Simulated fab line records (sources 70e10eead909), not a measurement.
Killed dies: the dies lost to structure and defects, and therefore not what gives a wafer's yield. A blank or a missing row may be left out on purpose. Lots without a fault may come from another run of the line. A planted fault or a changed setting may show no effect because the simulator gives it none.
fab line records | flow nand_harc
[record] lots = 7 wafers = 21 last_day = 26
route steps=1159 shown A_BONDPAD@1065 END@1159
lots with no fault: from the same line, run without faults
start_h: start of the lot's first displayed wafer, in hours after the record's first day | wait_h: time in hours since the lot's previous step | " identical to the entry in the row above | L1.1+2: a row that stands for several wafers | - no value, or no start was given | * or withheld: withheld | < > ~ a bound
route shown NAME@n: a module of which the file shows steps, and the number in the route of the first | usual: average and standard deviation across the fault-free wafers | same: alike in all rows | chamber/n: place in a boat | sites: each site's reading | _std_site: the standard deviation of these | _edge_site: outer sites' mean less inner sites' | radius_mm: for every site, how far away it sits from the centre of the wafer | mask NAME#n: copy n | behind: tool/chamber where the wafer was last shaped | hold: what put the lot on hold/how long, in hours/how the hold closed | device: which transistor (n, p or np) failed to switch | end of line: the route-end tests of the same wafers | step lacking rows: just its recipe | killed: dies lost to structure and defects at the first sort, not the wafer's yield | map: the dies of a wafer, with x for killed, . for not killed, _ for no die there
set.NAME: setting as actually run; set.NAME@STEP: the setting as run at that earlier step | model.NAME: the simulator's own value behind a step, which no gauge read
lots at some steps of the route; a table a step, a row a wafer
services: from which hour (start_h, from the record's first day; less than 0 if before it) a tool's chamber was out of use, for how many hours, and why
[[steps]]
[step NHARC_A_BONDPAD_COAT_33]
[recipe] temp_c = 200 time_s = 65
[step NHARC_A_BONDPAD_COAT_03]
[recipe] spin_rpm = 2000 resist_thk_nm = 600
[step NHARC_A_BONDPAD_SOFTBAKE_04]
[recipe] temp_c = 125 time_s = 70
[step NHARC_A_BONDPAD_EBR_05]
[step NHARC_A_BONDPAD_EXPOSE_06]
[recipe] na = 0.55 dose_mj = 36.99 mask_id = A_BPAD
[step NHARC_A_BONDPAD_PEB_07]
[recipe] peb_temp_c = 128 peb_time_s = 80
[step NHARC_A_BONDPAD_DEVELOP_08]
[recipe] time_s = 50 dev_temp_c = 22
[step NHARC_A_BONDPAD_CD_MEAS_09]
[recipe] target_cd_nm = 500 landing_energy_ev = 500
[usual] cd_nm = 500.1/1.8
// columns lot.wafer tool chamber start_h wait_h cd_nm
L510.1 cd_sem-01 0 454.34 - 502.0
L510.3 " 0 " " 498.3
L510.6 " 0 " " 498.9
L512.1 cd_sem-02 0 458.48 - 498.1
L512.2 " 0 " " 499.8
L512.3 " 0 " " 502.8
L517.1 cd_sem-03 0 484.64 - 499.9
L517.4 " 0 " " 502.2
L517.5 " 0 " " 499.8
L520.1 cd_sem-01 0 484.80 - 500.7
L520.3 " 0 " " 501.2
L520.6 " 0 " " 500.7
L521.1 cd_sem-03 0 508.79 - 495.0
L521.3 " 0 " " 498.9
L521.4 " 0 " " 499.5
L524.3 cd_sem-01 0 534.68 - 499.7
L524.4 " 0 " " 498.4
L524.6 " 0 " " 498.2
L528.1 cd_sem-03 0 588.93 - 499.1
L528.3 " 0 " " 499.6
L528.5 " 0 " " 499.0
[step NHARC_A_BONDPAD_OVL_MEAS_35]
[usual] overlay_x_nm = 0/5.3 overlay_y_nm = 0/5.1
// columns lot.wafer tool chamber start_h wait_h overlay_x_nm overlay_y_nm
L510.1 overlay-01 - 454.43 - -2 4
L510.3 " - " " -2 4
L510.6 " - " " -1 4
L512.1 overlay-01 - 458.56 - 5 -9
L512.2 " - " " 5 -9
L512.3 " - " " 5 -8
L517.1 overlay-01 - 484.73 - -10 10
L517.4 " - " " -11 11
L517.5 " - " " -10 10
L520.1 overlay-02 - 484.89 - 3 -5
L520.3 " - " " 2 -4
L520.6 " - " " 2 -4
L521.1 overlay-01 - 508.88 - 2 -5
L521.3 " - " " 3 -5
L521.4 " - " " 3 -5
L524.3 overlay-02 - 534.76 - 2 -2
L524.4 " - " " 3 -2
L524.6 " - " " 3 -1
L528.1 overlay-01 - 589.02 - -13 3
L528.3 " - " " -13 3
L528.5 " - " " -13 3
[step NHARC_A_BONDPAD_HARDBAKE_10]
[recipe] temp_c = 118 time_s = 65
[step NHARC_A_BONDPAD_DESCUM_11]
[recipe] time_s = 3 o2_flow_sccm = 200 ar_flow_sccm = 0 bias_power_w = 0 chemistry = O2
[usual] drypump_motor_current_A = 5.62/0.29 o2_flow_sccm = 199.9/0.62 oes_product_au = 1.004/0.0085 rf_vpp_V = 57.8/0.84 showerhead_plenum_p_Torr = 1.91/0.055 throttle_valve_pct = 11.310/0.0084
// columns lot.wafer tool chamber start_h wait_h drypump_motor_current_A o2_flow_sccm oes_product_au rf_hours_counter_h rf_vpp_V showerhead_plenum_p_Torr throttle_valve_pct
L510.1 rie_diel-03 0 454.56 - 5.56 198.6 1.021 2 57.6 1.98 11.311
L510.3 " 2 " " 5.30 200.1 1.010 2 58.1 1.86 11.303
L510.6 " 0 " " 5.56 199.3 1.005 - 58.3 1.98 11.311
L512.1 rie_diel-01 0 458.69 - 5.64 199.2 1.007 28 57.1 1.89 11.336
L512.3 " 1 " " 5.41 200.4 0.993 27 57.7 1.99 11.299
L512.2 " 2 " " 5.10 199.8 1.013 27 58.5 1.84 11.312
L517.1 rie_diel-03 0 484.86 - 5.57 200.0 1.001 3 58.8 1.98 11.323
L517.4 " 2 " " 5.34 200.1 0.995 3 57.6 1.86 11.313
L517.5 " 0 " " 5.56 199.9 1.004 - 59.0 1.98 11.303
L520.1 rie_diel-03 1 485.03 - 5.72 199.4 1.004 3 56.5 1.89 11.294
L520.3 " 3 " " 5.89 200.2 1.004 3 56.9 1.96 11.309
L520.6 " 1 " " 5.72 200.3 0.998 - 59.3 1.89 11.311
L521.1 rie_diel-03 2 509.00 - 5.35 201.5 1.005 4 57.9 1.86 11.314
L521.4 " 3 " " 5.86 200.5 1.008 4 58.6 1.96 11.300
L521.3 " 1 " " 5.70 200.1 1.009 4 58.5 1.89 11.321
L524.4 rie_diel-12 1 534.89 - 5.35 200.4 1.002 51 58.1 1.93 11.324
L524.3 " 2 " " 5.64 199.5 0.986 52 56.6 1.80 11.309
L524.6 " 1 " " 5.32 200.5 1.005 - 58.1 1.93 11.321
L528.1 rie_diel-01 3 589.17 - 6.22 200.0 0.992 20 57.9 1.84 11.316
L528.3 " 0 " " 5.66 200.4 0.988 20 57.7 1.88 11.312
L528.5 " 1 " " 5.37 200.2 1.000 - 57.1 1.98 11.315
[step NHARC_A_BONDPAD_ETCH_34]
[recipe] target_depth_a = 600 overetch_a = 180 time_s = 65.91 ion_energy_ev = 200 n2_flow_sccm = 150 h2_flow_sccm = 150 ar_flow_sccm = 0 rf_w = 400 bias_w = 150 chemistry = N2/H2
[usual] drypump_motor_current_A = 5.61/0.29 h2_flow_sccm = 149.9/0.45 oes_product_au = 1.003/0.0078 rf_fwd_power_W = 396.7/1.3 rf_vpp_V = 430.4/1.9 showerhead_plenum_p_Torr = 2.04/0.061 throttle_valve_pct = 14.171/0.0091
// columns lot.wafer tool chamber start_h wait_h drypump_motor_current_A h2_flow_sccm oes_product_au rf_fwd_power_W rf_hours_counter_h rf_vpp_V showerhead_plenum_p_Torr throttle_valve_pct
L510.3 rie_diel-03 2 454.64 0.1 5.30 149.6 1.001 398.2 2 428.9 1.98 14.168
L510.1 " 3 " " 5.89 150.4 1.002 395.3 2 431.8 2.09 14.168
L510.6 " 2 " " 5.29 149.7 0.995 397.4 - 428.3 1.98 14.167
L512.1 rie_diel-01 2 458.78 0.1 5.10 150.1 1.014 394.8 27 428.2 1.97 14.177
L512.2 " 3 " " 6.22 150.0 0.996 396.8 28 427.4 1.97 14.180
L512.3 " 0 " " 5.64 150.7 1.005 395.3 28 428.7 2.01 14.185
L517.4 rie_diel-03 3 484.94 0.1 5.88 149.1 1.013 397.6 3 431.4 2.09 14.188
L517.1 " 1 " " 5.70 150.4 1.001 397.0 3 430.1 2.01 14.178
L517.5 " 3 " " 5.86 149.7 1.005 396.3 - 431.2 2.09 14.169
L520.3 rie_diel-03 3 485.13 0.1 5.89 150.0 1.009 397.7 3 432.1 2.09 14.166
L520.1 " 1 " " 5.74 149.5 1.011 396.3 3 429.0 2.01 14.174
L520.6 " 3 " " 5.89 150.1 1.015 397.7 - 431.0 2.09 14.181
L521.1 rie_diel-03 0 509.09 0.1 5.54 150.2 1.006 396.8 4 432.3 2.11 14.190
L521.3 " 1 " " 5.71 150.5 1.007 399.0 4 429.0 2.01 14.165
L521.4 " 2 " " 5.34 149.7 0.994 396.5 4 427.2 1.98 14.178
L524.4 rie_diel-12 3 534.98 0.1 5.88 149.7 0.992 398.2 53 427.8 1.94 14.165
L524.3 " 0 " " 6.69 149.8 1.007 395.6 37 429.9 1.99 14.181
L524.6 " 2 " " 5.65 149.8 0.993 397.1 - 427.6 1.91 14.154
L528.1 rie_diel-01 1 589.24 0.1 5.37 150.2 1.005 397.3 20 433.6 2.12 14.169
L528.3 " 3 " " 6.23 150.4 1.003 395.5 20 427.8 1.96 14.180
L528.5 " 0 " " 5.65 149.8 0.996 395.7 - 430.7 2.00 14.163
[step NHARC_A_BONDPAD_ETCH_12]
[recipe] target_depth_a = 2200 time_s = 110 chf3_flow_sccm = 50 o2_flow_sccm = 10 ar_flow_sccm = 200 rf_w = 500 bias_w = 200 chemistry = CHF3/O2
[usual] drypump_motor_current_A = 5.6/0.32 o2_flow_sccm = 10.00/0.032 oes_product_au = 0.954/0.023 rf_fwd_power_W = 497.2/1.6 rf_vpp_V = 370.5/1.7 showerhead_plenum_p_Torr = 2.40/0.066 throttle_valve_pct = 20.571/0.0091
// columns lot.wafer tool chamber start_h wait_h drypump_motor_current_A o2_flow_sccm oes_product_au rf_fwd_power_W rf_hours_counter_h rf_vpp_V showerhead_plenum_p_Torr throttle_valve_pct
L510.1 rie_diel-03 1 454.75 - 5.7 10.03 0.980 497.2 2 368.1 2.37 20.567
L510.3 " 2 " " 5.3 9.99 0.979 498.4 2 369.8 2.34 20.577
L510.6 " 3 " " 5.9 9.98 0.968 495.3 - 370.4 2.45 20.571
L512.1 rie_diel-01 2 458.92 - 5.1 9.99 0.920 497.1 27 368.5 2.32 20.567
L512.2 " 0 " " 5.7 10.02 0.921 496.1 28 371.0 2.37 20.581
L512.3 " 1 " " 5.4 9.98 0.926 497.7 27 373.1 2.50 20.572
L517.4 rie_diel-03 2 485.07 - 5.3 9.95 0.737 296.5 3 368.5 2.34 20.587
L517.1 " 3 " " 5.9 9.97 0.732 298.8 3 372.2 2.45 20.569
L517.5 " 3 " " 5.9 9.97 0.738 297.7 - 372.1 2.45 20.566
L520.3 rie_diel-03 2 485.22 - 5.3 9.98 0.704 296.1 3 368.6 2.34 20.553
L520.1 " 0 " " 5.6 9.99 0.715 296.1 3 372.7 2.48 20.575
L520.6 " 3 " " 5.9 10.07 0.709 298.3 - 372.4 2.45 20.556
L521.4 rie_diel-03 2 509.19 - 5.4 10.00 0.709 296.3 4 368.3 2.34 20.577
L521.3 " 3 " " 5.9 10.06 0.702 295.9 4 372.2 2.45 20.565
L521.1 " 0 " " 5.6 10.02 0.710 295.9 4 371.5 2.48 20.587
L524.3 rie_diel-12 0 535.06 - 6.7 9.99 0.920 497.7 37 371.0 2.34 20.575
L524.4 " 3 " " 5.9 10.03 0.928 495.9 53 369.1 2.30 20.578
L524.6 " 0 " " 6.7 10.02 0.933 498.4 - 370.2 2.34 20.572
L528.1 rie_diel-01 2 589.36 - 5.1 9.95 0.945 497.4 20 370.1 2.31 20.572
L528.3 " 3 " " 6.2 10.03 0.914 494.1 20 369.5 2.31 20.583
L528.5 " 1 " " 5.4 9.99 0.925 496.0 - 373.1 2.49 20.571
[step NHARC_A_BONDPAD_CD_MEAS_13]
[usual] cd_nm = 499.4/2.1
// columns lot.wafer tool chamber start_h wait_h cd_nm
L510.1 cd_sem-03 - 454.87 - 502.0
L510.3 " - " " 497.6
L510.6 " - " " 499.2
L512.1 cd_sem-03 - 459.06 - 498.1
L512.2 " - " " 498.5
L512.3 " - " " 502.0
L517.1 cd_sem-03 - 485.21 - 497.8
L517.4 " - " " 499.4
L517.5 " - " " 497.0
L520.1 cd_sem-01 - 485.35 - 497.0
L520.3 " - " " 498.7
L520.6 " - " " 497.9
L521.1 cd_sem-03 - 509.32 - 491.2
L521.3 " - " " 494.1
L521.4 " - " " 495.9
L524.3 cd_sem-01 - 535.21 - 498.7
L524.4 " - " " 498.5
L524.6 " - " " 496.7
L528.1 cd_sem-03 - 589.49 - 497.1
L528.3 " - " " 498.3
L528.5 " - " " 496.4
[step NHARC_END_SORT_01]
[recipe] temp_c = 25
[usual] defect_limited_yield = 95.5/1.8 killed_at_array = 27/11 killed_at_other = 0.6/1 killed_at_periphery = 3.0/2.1 killed_dies = 31/12 killed_open = 3.2/1.7 killed_short = 1.7/1.4 sort_bin_2_pct = 1.4/0.68 sort_bin_3_pct = 0.25/0.2 sort_bin_4_pct = 2.9/1.2 sort_n_pass = 646/12 sort_rim_yield_pct = 95.7/2.8 sort_yield_pct = 95.5/1.8
[same] gross_dies = 677 sort_bin_5_pct[%] = 0 sort_bin_6_pct[%] = 0 sort_bin_7_pct[%] = 0 sort_bin_8_pct[%] = 0 sort_rim_n_gross = 106.00
// columns lot.wafer tool chamber start_h wait_h defect_limited_yield[%] killed_at_array killed_at_other killed_at_periphery killed_dies killed_open killed_short sort_bin_2_pct[%] sort_bin_3_pct[%] sort_bin_4_pct[%] sort_n_pass sort_rim_yield_pct[%] sort_yield_pct[%]
L512.1 prober-01 0 490.05 2.5 97.0 19 0 1 20 0 1 0.3 0.30 2.4 657 96.2 97.0
L512.2 prober-01 0 490.86 2.8 95.7 26 0 3 29 3 2 0.3 0.30 3.7 648 87.7 95.7
L512.3 prober-01 0 491.68 3.1 97.0 17 0 3 20 4 0 1.2 0 1.8 657 94.3 97.0
L517.1 prober-01 0 519.22 2.5 0 676 0 1 677 3 1 96.8 0 3.2 0 0 0
L517.4 prober-01 0 521.66 3.4 0 670 1 6 677 8 1 94.5 0.30 5.2 0 0 0
L517.5 prober-01 0 522.48 3.8 0 675 0 2 677 2 2 96.3 0.44 3.2 0 0 0
L520.1 prober-02 0 521.65 2.5 0 674 0 3 677 4 3 97.5 0.15 2.4 0 0 0
L520.3 prober-02 0 523.25 3.1 0 661 3 13 677 6 9 94.5 0.59 4.9 0 0 0
L520.6 prober-02 0 525.66 4.0 0 672 0 5 677 5 3 95.7 0.44 3.8 0 0 0
L521.1 prober-01 0 540.00 2.5 0 668 3 6 677 7 3 94.5 0.59 4.9 0 0 0
L521.3 prober-01 0 541.62 3.1 0 673 0 4 677 0 2 96.3 0 3.7 0 0 0
L521.4 prober-01 0 542.43 3.4 0 674 1 2 677 2 2 95.7 0.30 4.0 0 0 0
L528.1 prober-02 0 619.07 2.5 95.7 27 1 1 29 3 2 1.3 0.30 2.7 648 95.3 95.7
L528.3 prober-02 0 620.66 3.1 97.5 13 3 1 17 3 0 1.0 0 1.5 660 98.1 97.5
L528.5 prober-02 0 622.26 3.7 96.6 22 0 1 23 1 1 1.0 0.15 2.2 654 97.2 96.6
// killed by level:class
L512.1 A_CHANNEL_HOLE_D1:chamber_film_flake=12 A_STAIRCASE:chamber_film_flake=2 A_CONTACT:chamber_film_flake=2 A_CHANNEL_FILL_D1:geometric_particle:short=1 P_GATE:chamber_film_flake=1 A_CHANNEL_FILL_D1:chamber_film_flake=1 A_WL_FILL:chamber_film_flake=1
L512.2 A_CHANNEL_HOLE_D1:chamber_film_flake=11 A_WL_FILL:chamber_film_flake=7 A_STAIRCASE:chamber_film_flake=2 P_GATE:geometric_particle:short=1 P_CONTACT:geometric_particle:open=1 A_SGD_CUT:geometric_particle:short=1 A_WL_FILL:geometric_particle:open=1 A_CONTACT:geometric_particle:open=1
L512.3 A_CHANNEL_HOLE_D1:chamber_film_flake=11 A_CONTACT:geometric_particle:open=2 P_CONTACT:geometric_particle:open=1 A_CHANNEL_FILL_D1:geometric_particle:open=1 P_STI:chamber_film_flake=1 P_GATE:chamber_film_flake=1 A_CHANNEL_FILL_D1:chamber_film_flake=1 A_WL_FILL:chamber_film_flake=1
L517.1 A_BONDPAD:area_etch=637 A_SLIT:chamber_film_flake=16 A_CHANNEL_HOLE_D1:chamber_film_flake=12 A_STAIRCASE:chamber_film_flake=3 A_CONTACT:chamber_film_flake=3 A_ONON_D1:geometric_particle:open=2 P_STI:geometric_particle:short=1 A_M0:geometric_particle:open=1
L520.1 A_BONDPAD:area_etch=647 A_SLIT:chamber_film_flake=13 A_CONTACT:chamber_film_flake=4 P_STI:chamber_film_flake=2 A_STAIRCASE:chamber_film_flake=2 P_M0:geometric_particle:open=1 A_ONON_D1:geometric_particle:open=1 A_STAIRCASE:geometric_particle:short=1
L517.4 A_BONDPAD:area_etch=626 A_SLIT:chamber_film_flake=18 A_CHANNEL_HOLE_D1:chamber_film_flake=13 A_M0:geometric_particle:open=3 P_GATE:chamber_film_flake=3 A_WL_FILL:chamber_film_flake=3 P_M0:geometric_particle:open=2 A_CONTACT:geometric_particle:open=2
L517.5 A_BONDPAD:area_etch=639 A_SLIT:chamber_film_flake=12 A_CHANNEL_HOLE_D1:chamber_film_flake=9 A_CONTACT:chamber_film_flake=5 A_STAIRCASE:chamber_film_flake=3 P_ZERO_WELL:chamber_film_flake=2 A_ONON_D1:geometric_particle:short=1 A_WL_FILL:geometric_particle:short=1
L520.3 A_BONDPAD:area_etch=622 A_SLIT:chamber_film_flake=18 P_STI:chamber_film_flake=8 A_CHANNEL_HOLE_D1:chamber_film_flake=4 A_CONTACT:geometric_particle:open=3 A_STAIRCASE:chamber_film_flake=3 A_SOURCE_PLATE:geometric_particle:short=2 P_GATE:chamber_film_flake=2
L520.6 A_BONDPAD:area_etch=638 A_SLIT:chamber_film_flake=17 A_STAIRCASE:chamber_film_flake=5 A_CHANNEL_HOLE_D1:chamber_film_flake=4 A_CONTACT:geometric_particle:open=2 P_GATE:chamber_film_flake=2 A_CONTACT:chamber_film_flake=2 P_GATE:geometric_particle:short=1
L521.1 A_BONDPAD:area_etch=624 A_SLIT:chamber_film_flake=17 A_STAIRCASE:chamber_film_flake=12 A_CHANNEL_HOLE_D1:chamber_film_flake=6 A_CONTACT:geometric_particle:open=4 P_STI:chamber_film_flake=3 THIN_TSV:chamber_film_flake=3 P_CONTACT:geometric_particle:open=1
L521.3 A_BONDPAD:area_etch=640 A_SLIT:chamber_film_flake=15 A_STAIRCASE:chamber_film_flake=6 P_STI:chamber_film_flake=4 A_CHANNEL_HOLE_D1:chamber_film_flake=4 A_CONTACT:chamber_film_flake=4 A_CHANNEL_FILL_D1:geometric_particle:short=1 A_WL_FILL:geometric_particle:short=1
L521.4 A_BONDPAD:area_etch=636 A_SLIT:chamber_film_flake=20 A_STAIRCASE:chamber_film_flake=8 A_CHANNEL_HOLE_D1:chamber_film_flake=4 A_CONTACT:chamber_film_flake=2 P_M0:geometric_particle:open=1 A_CHANNEL_FILL_D1:geometric_particle:short=1 A_SGD_CUT:geometric_particle:open=1
L528.1 A_CHANNEL_HOLE_D1:chamber_film_flake=12 A_CONTACT:chamber_film_flake=7 A_STAIRCASE:chamber_film_flake=3 A_M0:geometric_particle:open=2 P_M0:geometric_particle:short=1 A_ONON_D1:geometric_particle:short=1 A_BLC:geometric_particle:open=1 A_WL_FILL:chamber_film_flake=1
L528.3 A_CONTACT:chamber_film_flake=5 A_CHANNEL_HOLE_D1:chamber_film_flake=4 A_M0:geometric_particle:open=2 THIN_TSV:chamber_film_flake=2 P_M0:geometric_particle:open=1 A_STAIRCASE:chamber_film_flake=1 A_BONDPAD:chamber_film_flake=1 HYBRID_BOND:latent=1
L528.5 A_CHANNEL_HOLE_D1:chamber_film_flake=7 A_STAIRCASE:chamber_film_flake=5 A_CONTACT:chamber_film_flake=5 A_SGD_CUT:chamber_film_flake=2 A_STAIRCASE:geometric_particle:short=1 A_CONTACT:geometric_particle:open=1 P_BONDPAD:chamber_film_flake=1 A_SLIT:chamber_film_flake=1
// map L517.1 (x killed, . not)
____________x____________
_________xxxxxxx_________
_______xxxxxxxxxxx_______
______xxxxxxxxxxxxx______
_____xxxxxxxxxxxxxxx_____
____xxxxxxxxxxxxxxxxx____
____xxxxxxxxxxxxxxxxx____
___xxxxxxxxxxxxxxxxxxx___
___xxxxxxxxxxxxxxxxxxx___
__xxxxxxxxxxxxxxxxxxxxx__
__xxxxxxxxxxxxxxxxxxxxx__
_xxxxxxxxxxxxxxxxxxxxxxx_
_xxxxxxxxxxxxxxxxxxxxxxx_
_xxxxxxxxxxxxxxxxxxxxxxx_
_xxxxxxxxxxxxxxxxxxxxxxx_
_xxxxxxxxxxxxxxxxxxxxxxx_
xxxxxxxxxxxxxxxxxxxxxxxxx
xxxxxxxxxxxxxxxxxxxxxxxxx
xxxxxxxxxxxxxxxxxxxxxxxxx
xxxxxxxxxxxxxxxxxxxxxxxxx
xxxxxxxxxxxxxxxxxxxxxxxxx
_xxxxxxxxxxxxxxxxxxxxxxx_
_xxxxxxxxxxxxxxxxxxxxxxx_
_xxxxxxxxxxxxxxxxxxxxxxx_
_xxxxxxxxxxxxxxxxxxxxxxx_
_xxxxxxxxxxxxxxxxxxxxxxx_
__xxxxxxxxxxxxxxxxxxxxx__
__xxxxxxxxxxxxxxxxxxxxx__
___xxxxxxxxxxxxxxxxxxx___
___xxxxxxxxxxxxxxxxxxx___
____xxxxxxxxxxxxxxxxx____
____xxxxxxxxxxxxxxxxx____
_____xxxxxxxxxxxxxxx_____
______xxxxxxxxxxxxx______
_______xxxxxxxxxxx_______
_________xxxxxxx_________
____________x____________
// map L520.1 (x killed, . not)
____________x____________
_________xxxxxxx_________
_______xxxxxxxxxxx_______
______xxxxxxxxxxxxx______
_____xxxxxxxxxxxxxxx_____
____xxxxxxxxxxxxxxxxx____
____xxxxxxxxxxxxxxxxx____
___xxxxxxxxxxxxxxxxxxx___
___xxxxxxxxxxxxxxxxxxx___
__xxxxxxxxxxxxxxxxxxxxx__
__xxxxxxxxxxxxxxxxxxxxx__
_xxxxxxxxxxxxxxxxxxxxxxx_
_xxxxxxxxxxxxxxxxxxxxxxx_
_xxxxxxxxxxxxxxxxxxxxxxx_
_xxxxxxxxxxxxxxxxxxxxxxx_
_xxxxxxxxxxxxxxxxxxxxxxx_
xxxxxxxxxxxxxxxxxxxxxxxxx
xxxxxxxxxxxxxxxxxxxxxxxxx
xxxxxxxxxxxxxxxxxxxxxxxxx
xxxxxxxxxxxxxxxxxxxxxxxxx
xxxxxxxxxxxxxxxxxxxxxxxxx
_xxxxxxxxxxxxxxxxxxxxxxx_
_xxxxxxxxxxxxxxxxxxxxxxx_
_xxxxxxxxxxxxxxxxxxxxxxx_
_xxxxxxxxxxxxxxxxxxxxxxx_
_xxxxxxxxxxxxxxxxxxxxxxx_
__xxxxxxxxxxxxxxxxxxxxx__
__xxxxxxxxxxxxxxxxxxxxx__
___xxxxxxxxxxxxxxxxxxx___
___xxxxxxxxxxxxxxxxxxx___
____xxxxxxxxxxxxxxxxx____
____xxxxxxxxxxxxxxxxx____
_____xxxxxxxxxxxxxxx_____
______xxxxxxxxxxxxx______
_______xxxxxxxxxxx_______
_________xxxxxxx_________
____________x____________
[[services]]
// columns tool chamber start_h hours kind
rie_diel-01 1 432.22 3.1 repair
rie_diel-03 0 450.31 - clean
rie_diel-03 1 450.31 - clean
rie_diel-03 2 450.31 - clean
rie_diel-03 3 450.31 - clean
rie_diel-03 0 474.81 - clean
rie_diel-03 1 474.81 - clean
rie_diel-03 2 474.81 - clean
rie_diel-03 3 474.81 - clean
rie_diel-01 2 485.49 7.9 repair
rie_diel-01 - 492.13 9.0 pm
rie_diel-03 0 499.31 - clean
rie_diel-03 1 499.31 - clean
rie_diel-03 2 499.31 - clean
rie_diel-03 3 499.31 - clean
rie_diel-03 0 523.81 - clean
rie_diel-03 1 523.81 - clean
rie_diel-03 2 523.81 - clean
rie_diel-12 1 525.96 3.7 repair
rie_diel-12 0 544.56 18.8 repair
rie_diel-12 - 557.63 9.0 pm
rie_diel-12 2 568.39 8.4 repair
rie_diel-03 - 569.30 9.0 pm
rie_diel-12 - 589.01 1.3 repair
[[key]]
[first_sign] step = NHARC_A_BONDPAD_ETCH_12 reading = rf_fwd_power_W direction = down sigmas = 99+ usual = * struck = *
[effect] step = NHARC_A_BONDPAD_ETCH_12 reading = oes_product_au direction = down sigmas = 10 usual = 0.954 struck = 0.717
[effect] step = NHARC_A_BONDPAD_CD_MEAS_13 reading = cd_nm direction = down sigmas = 1.4 usual = 499.4 struck = 496.6
[effect] step = NHARC_END_SORT_01 reading = sort_bin_2_pct direction = up sigmas = 99+ usual = 1.4 struck = 95.8
[more_kills_born_at] NHARC_A_BONDPAD_ETCH_12@rie_diel-03 = 5709
met_at NHARC_A_BONDPAD_ETCH_12
struck_wafers L517.1,L517.4,L517.5,L520.1,L520.3,L520.6,L521.1,L521.3,L521.4
later_rows_left_out L517.1,L517.4,L517.5,L520.1,L520.3,L520.6,L521.1,L521.3,L521.4
onset_between 454.75 485.07
[earlier_fault] kind = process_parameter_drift tool = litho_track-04 chamber = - onset_h = 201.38 steps = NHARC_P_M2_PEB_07 channel = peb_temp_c offset = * shape = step acts_in = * stated = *
[fault] kind = process_parameter_drift tool = rie_diel-03 chamber = - onset_h = 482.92 steps = NHARC_A_BONDPAD_ETCH_12 channel = rf_w offset = * shape = step acts_in = * stated = *
// later_rows_left_out: the simulator's readings of these wafers behind a module that went badly wrong aren't trusted and aren't shown, but for the sort
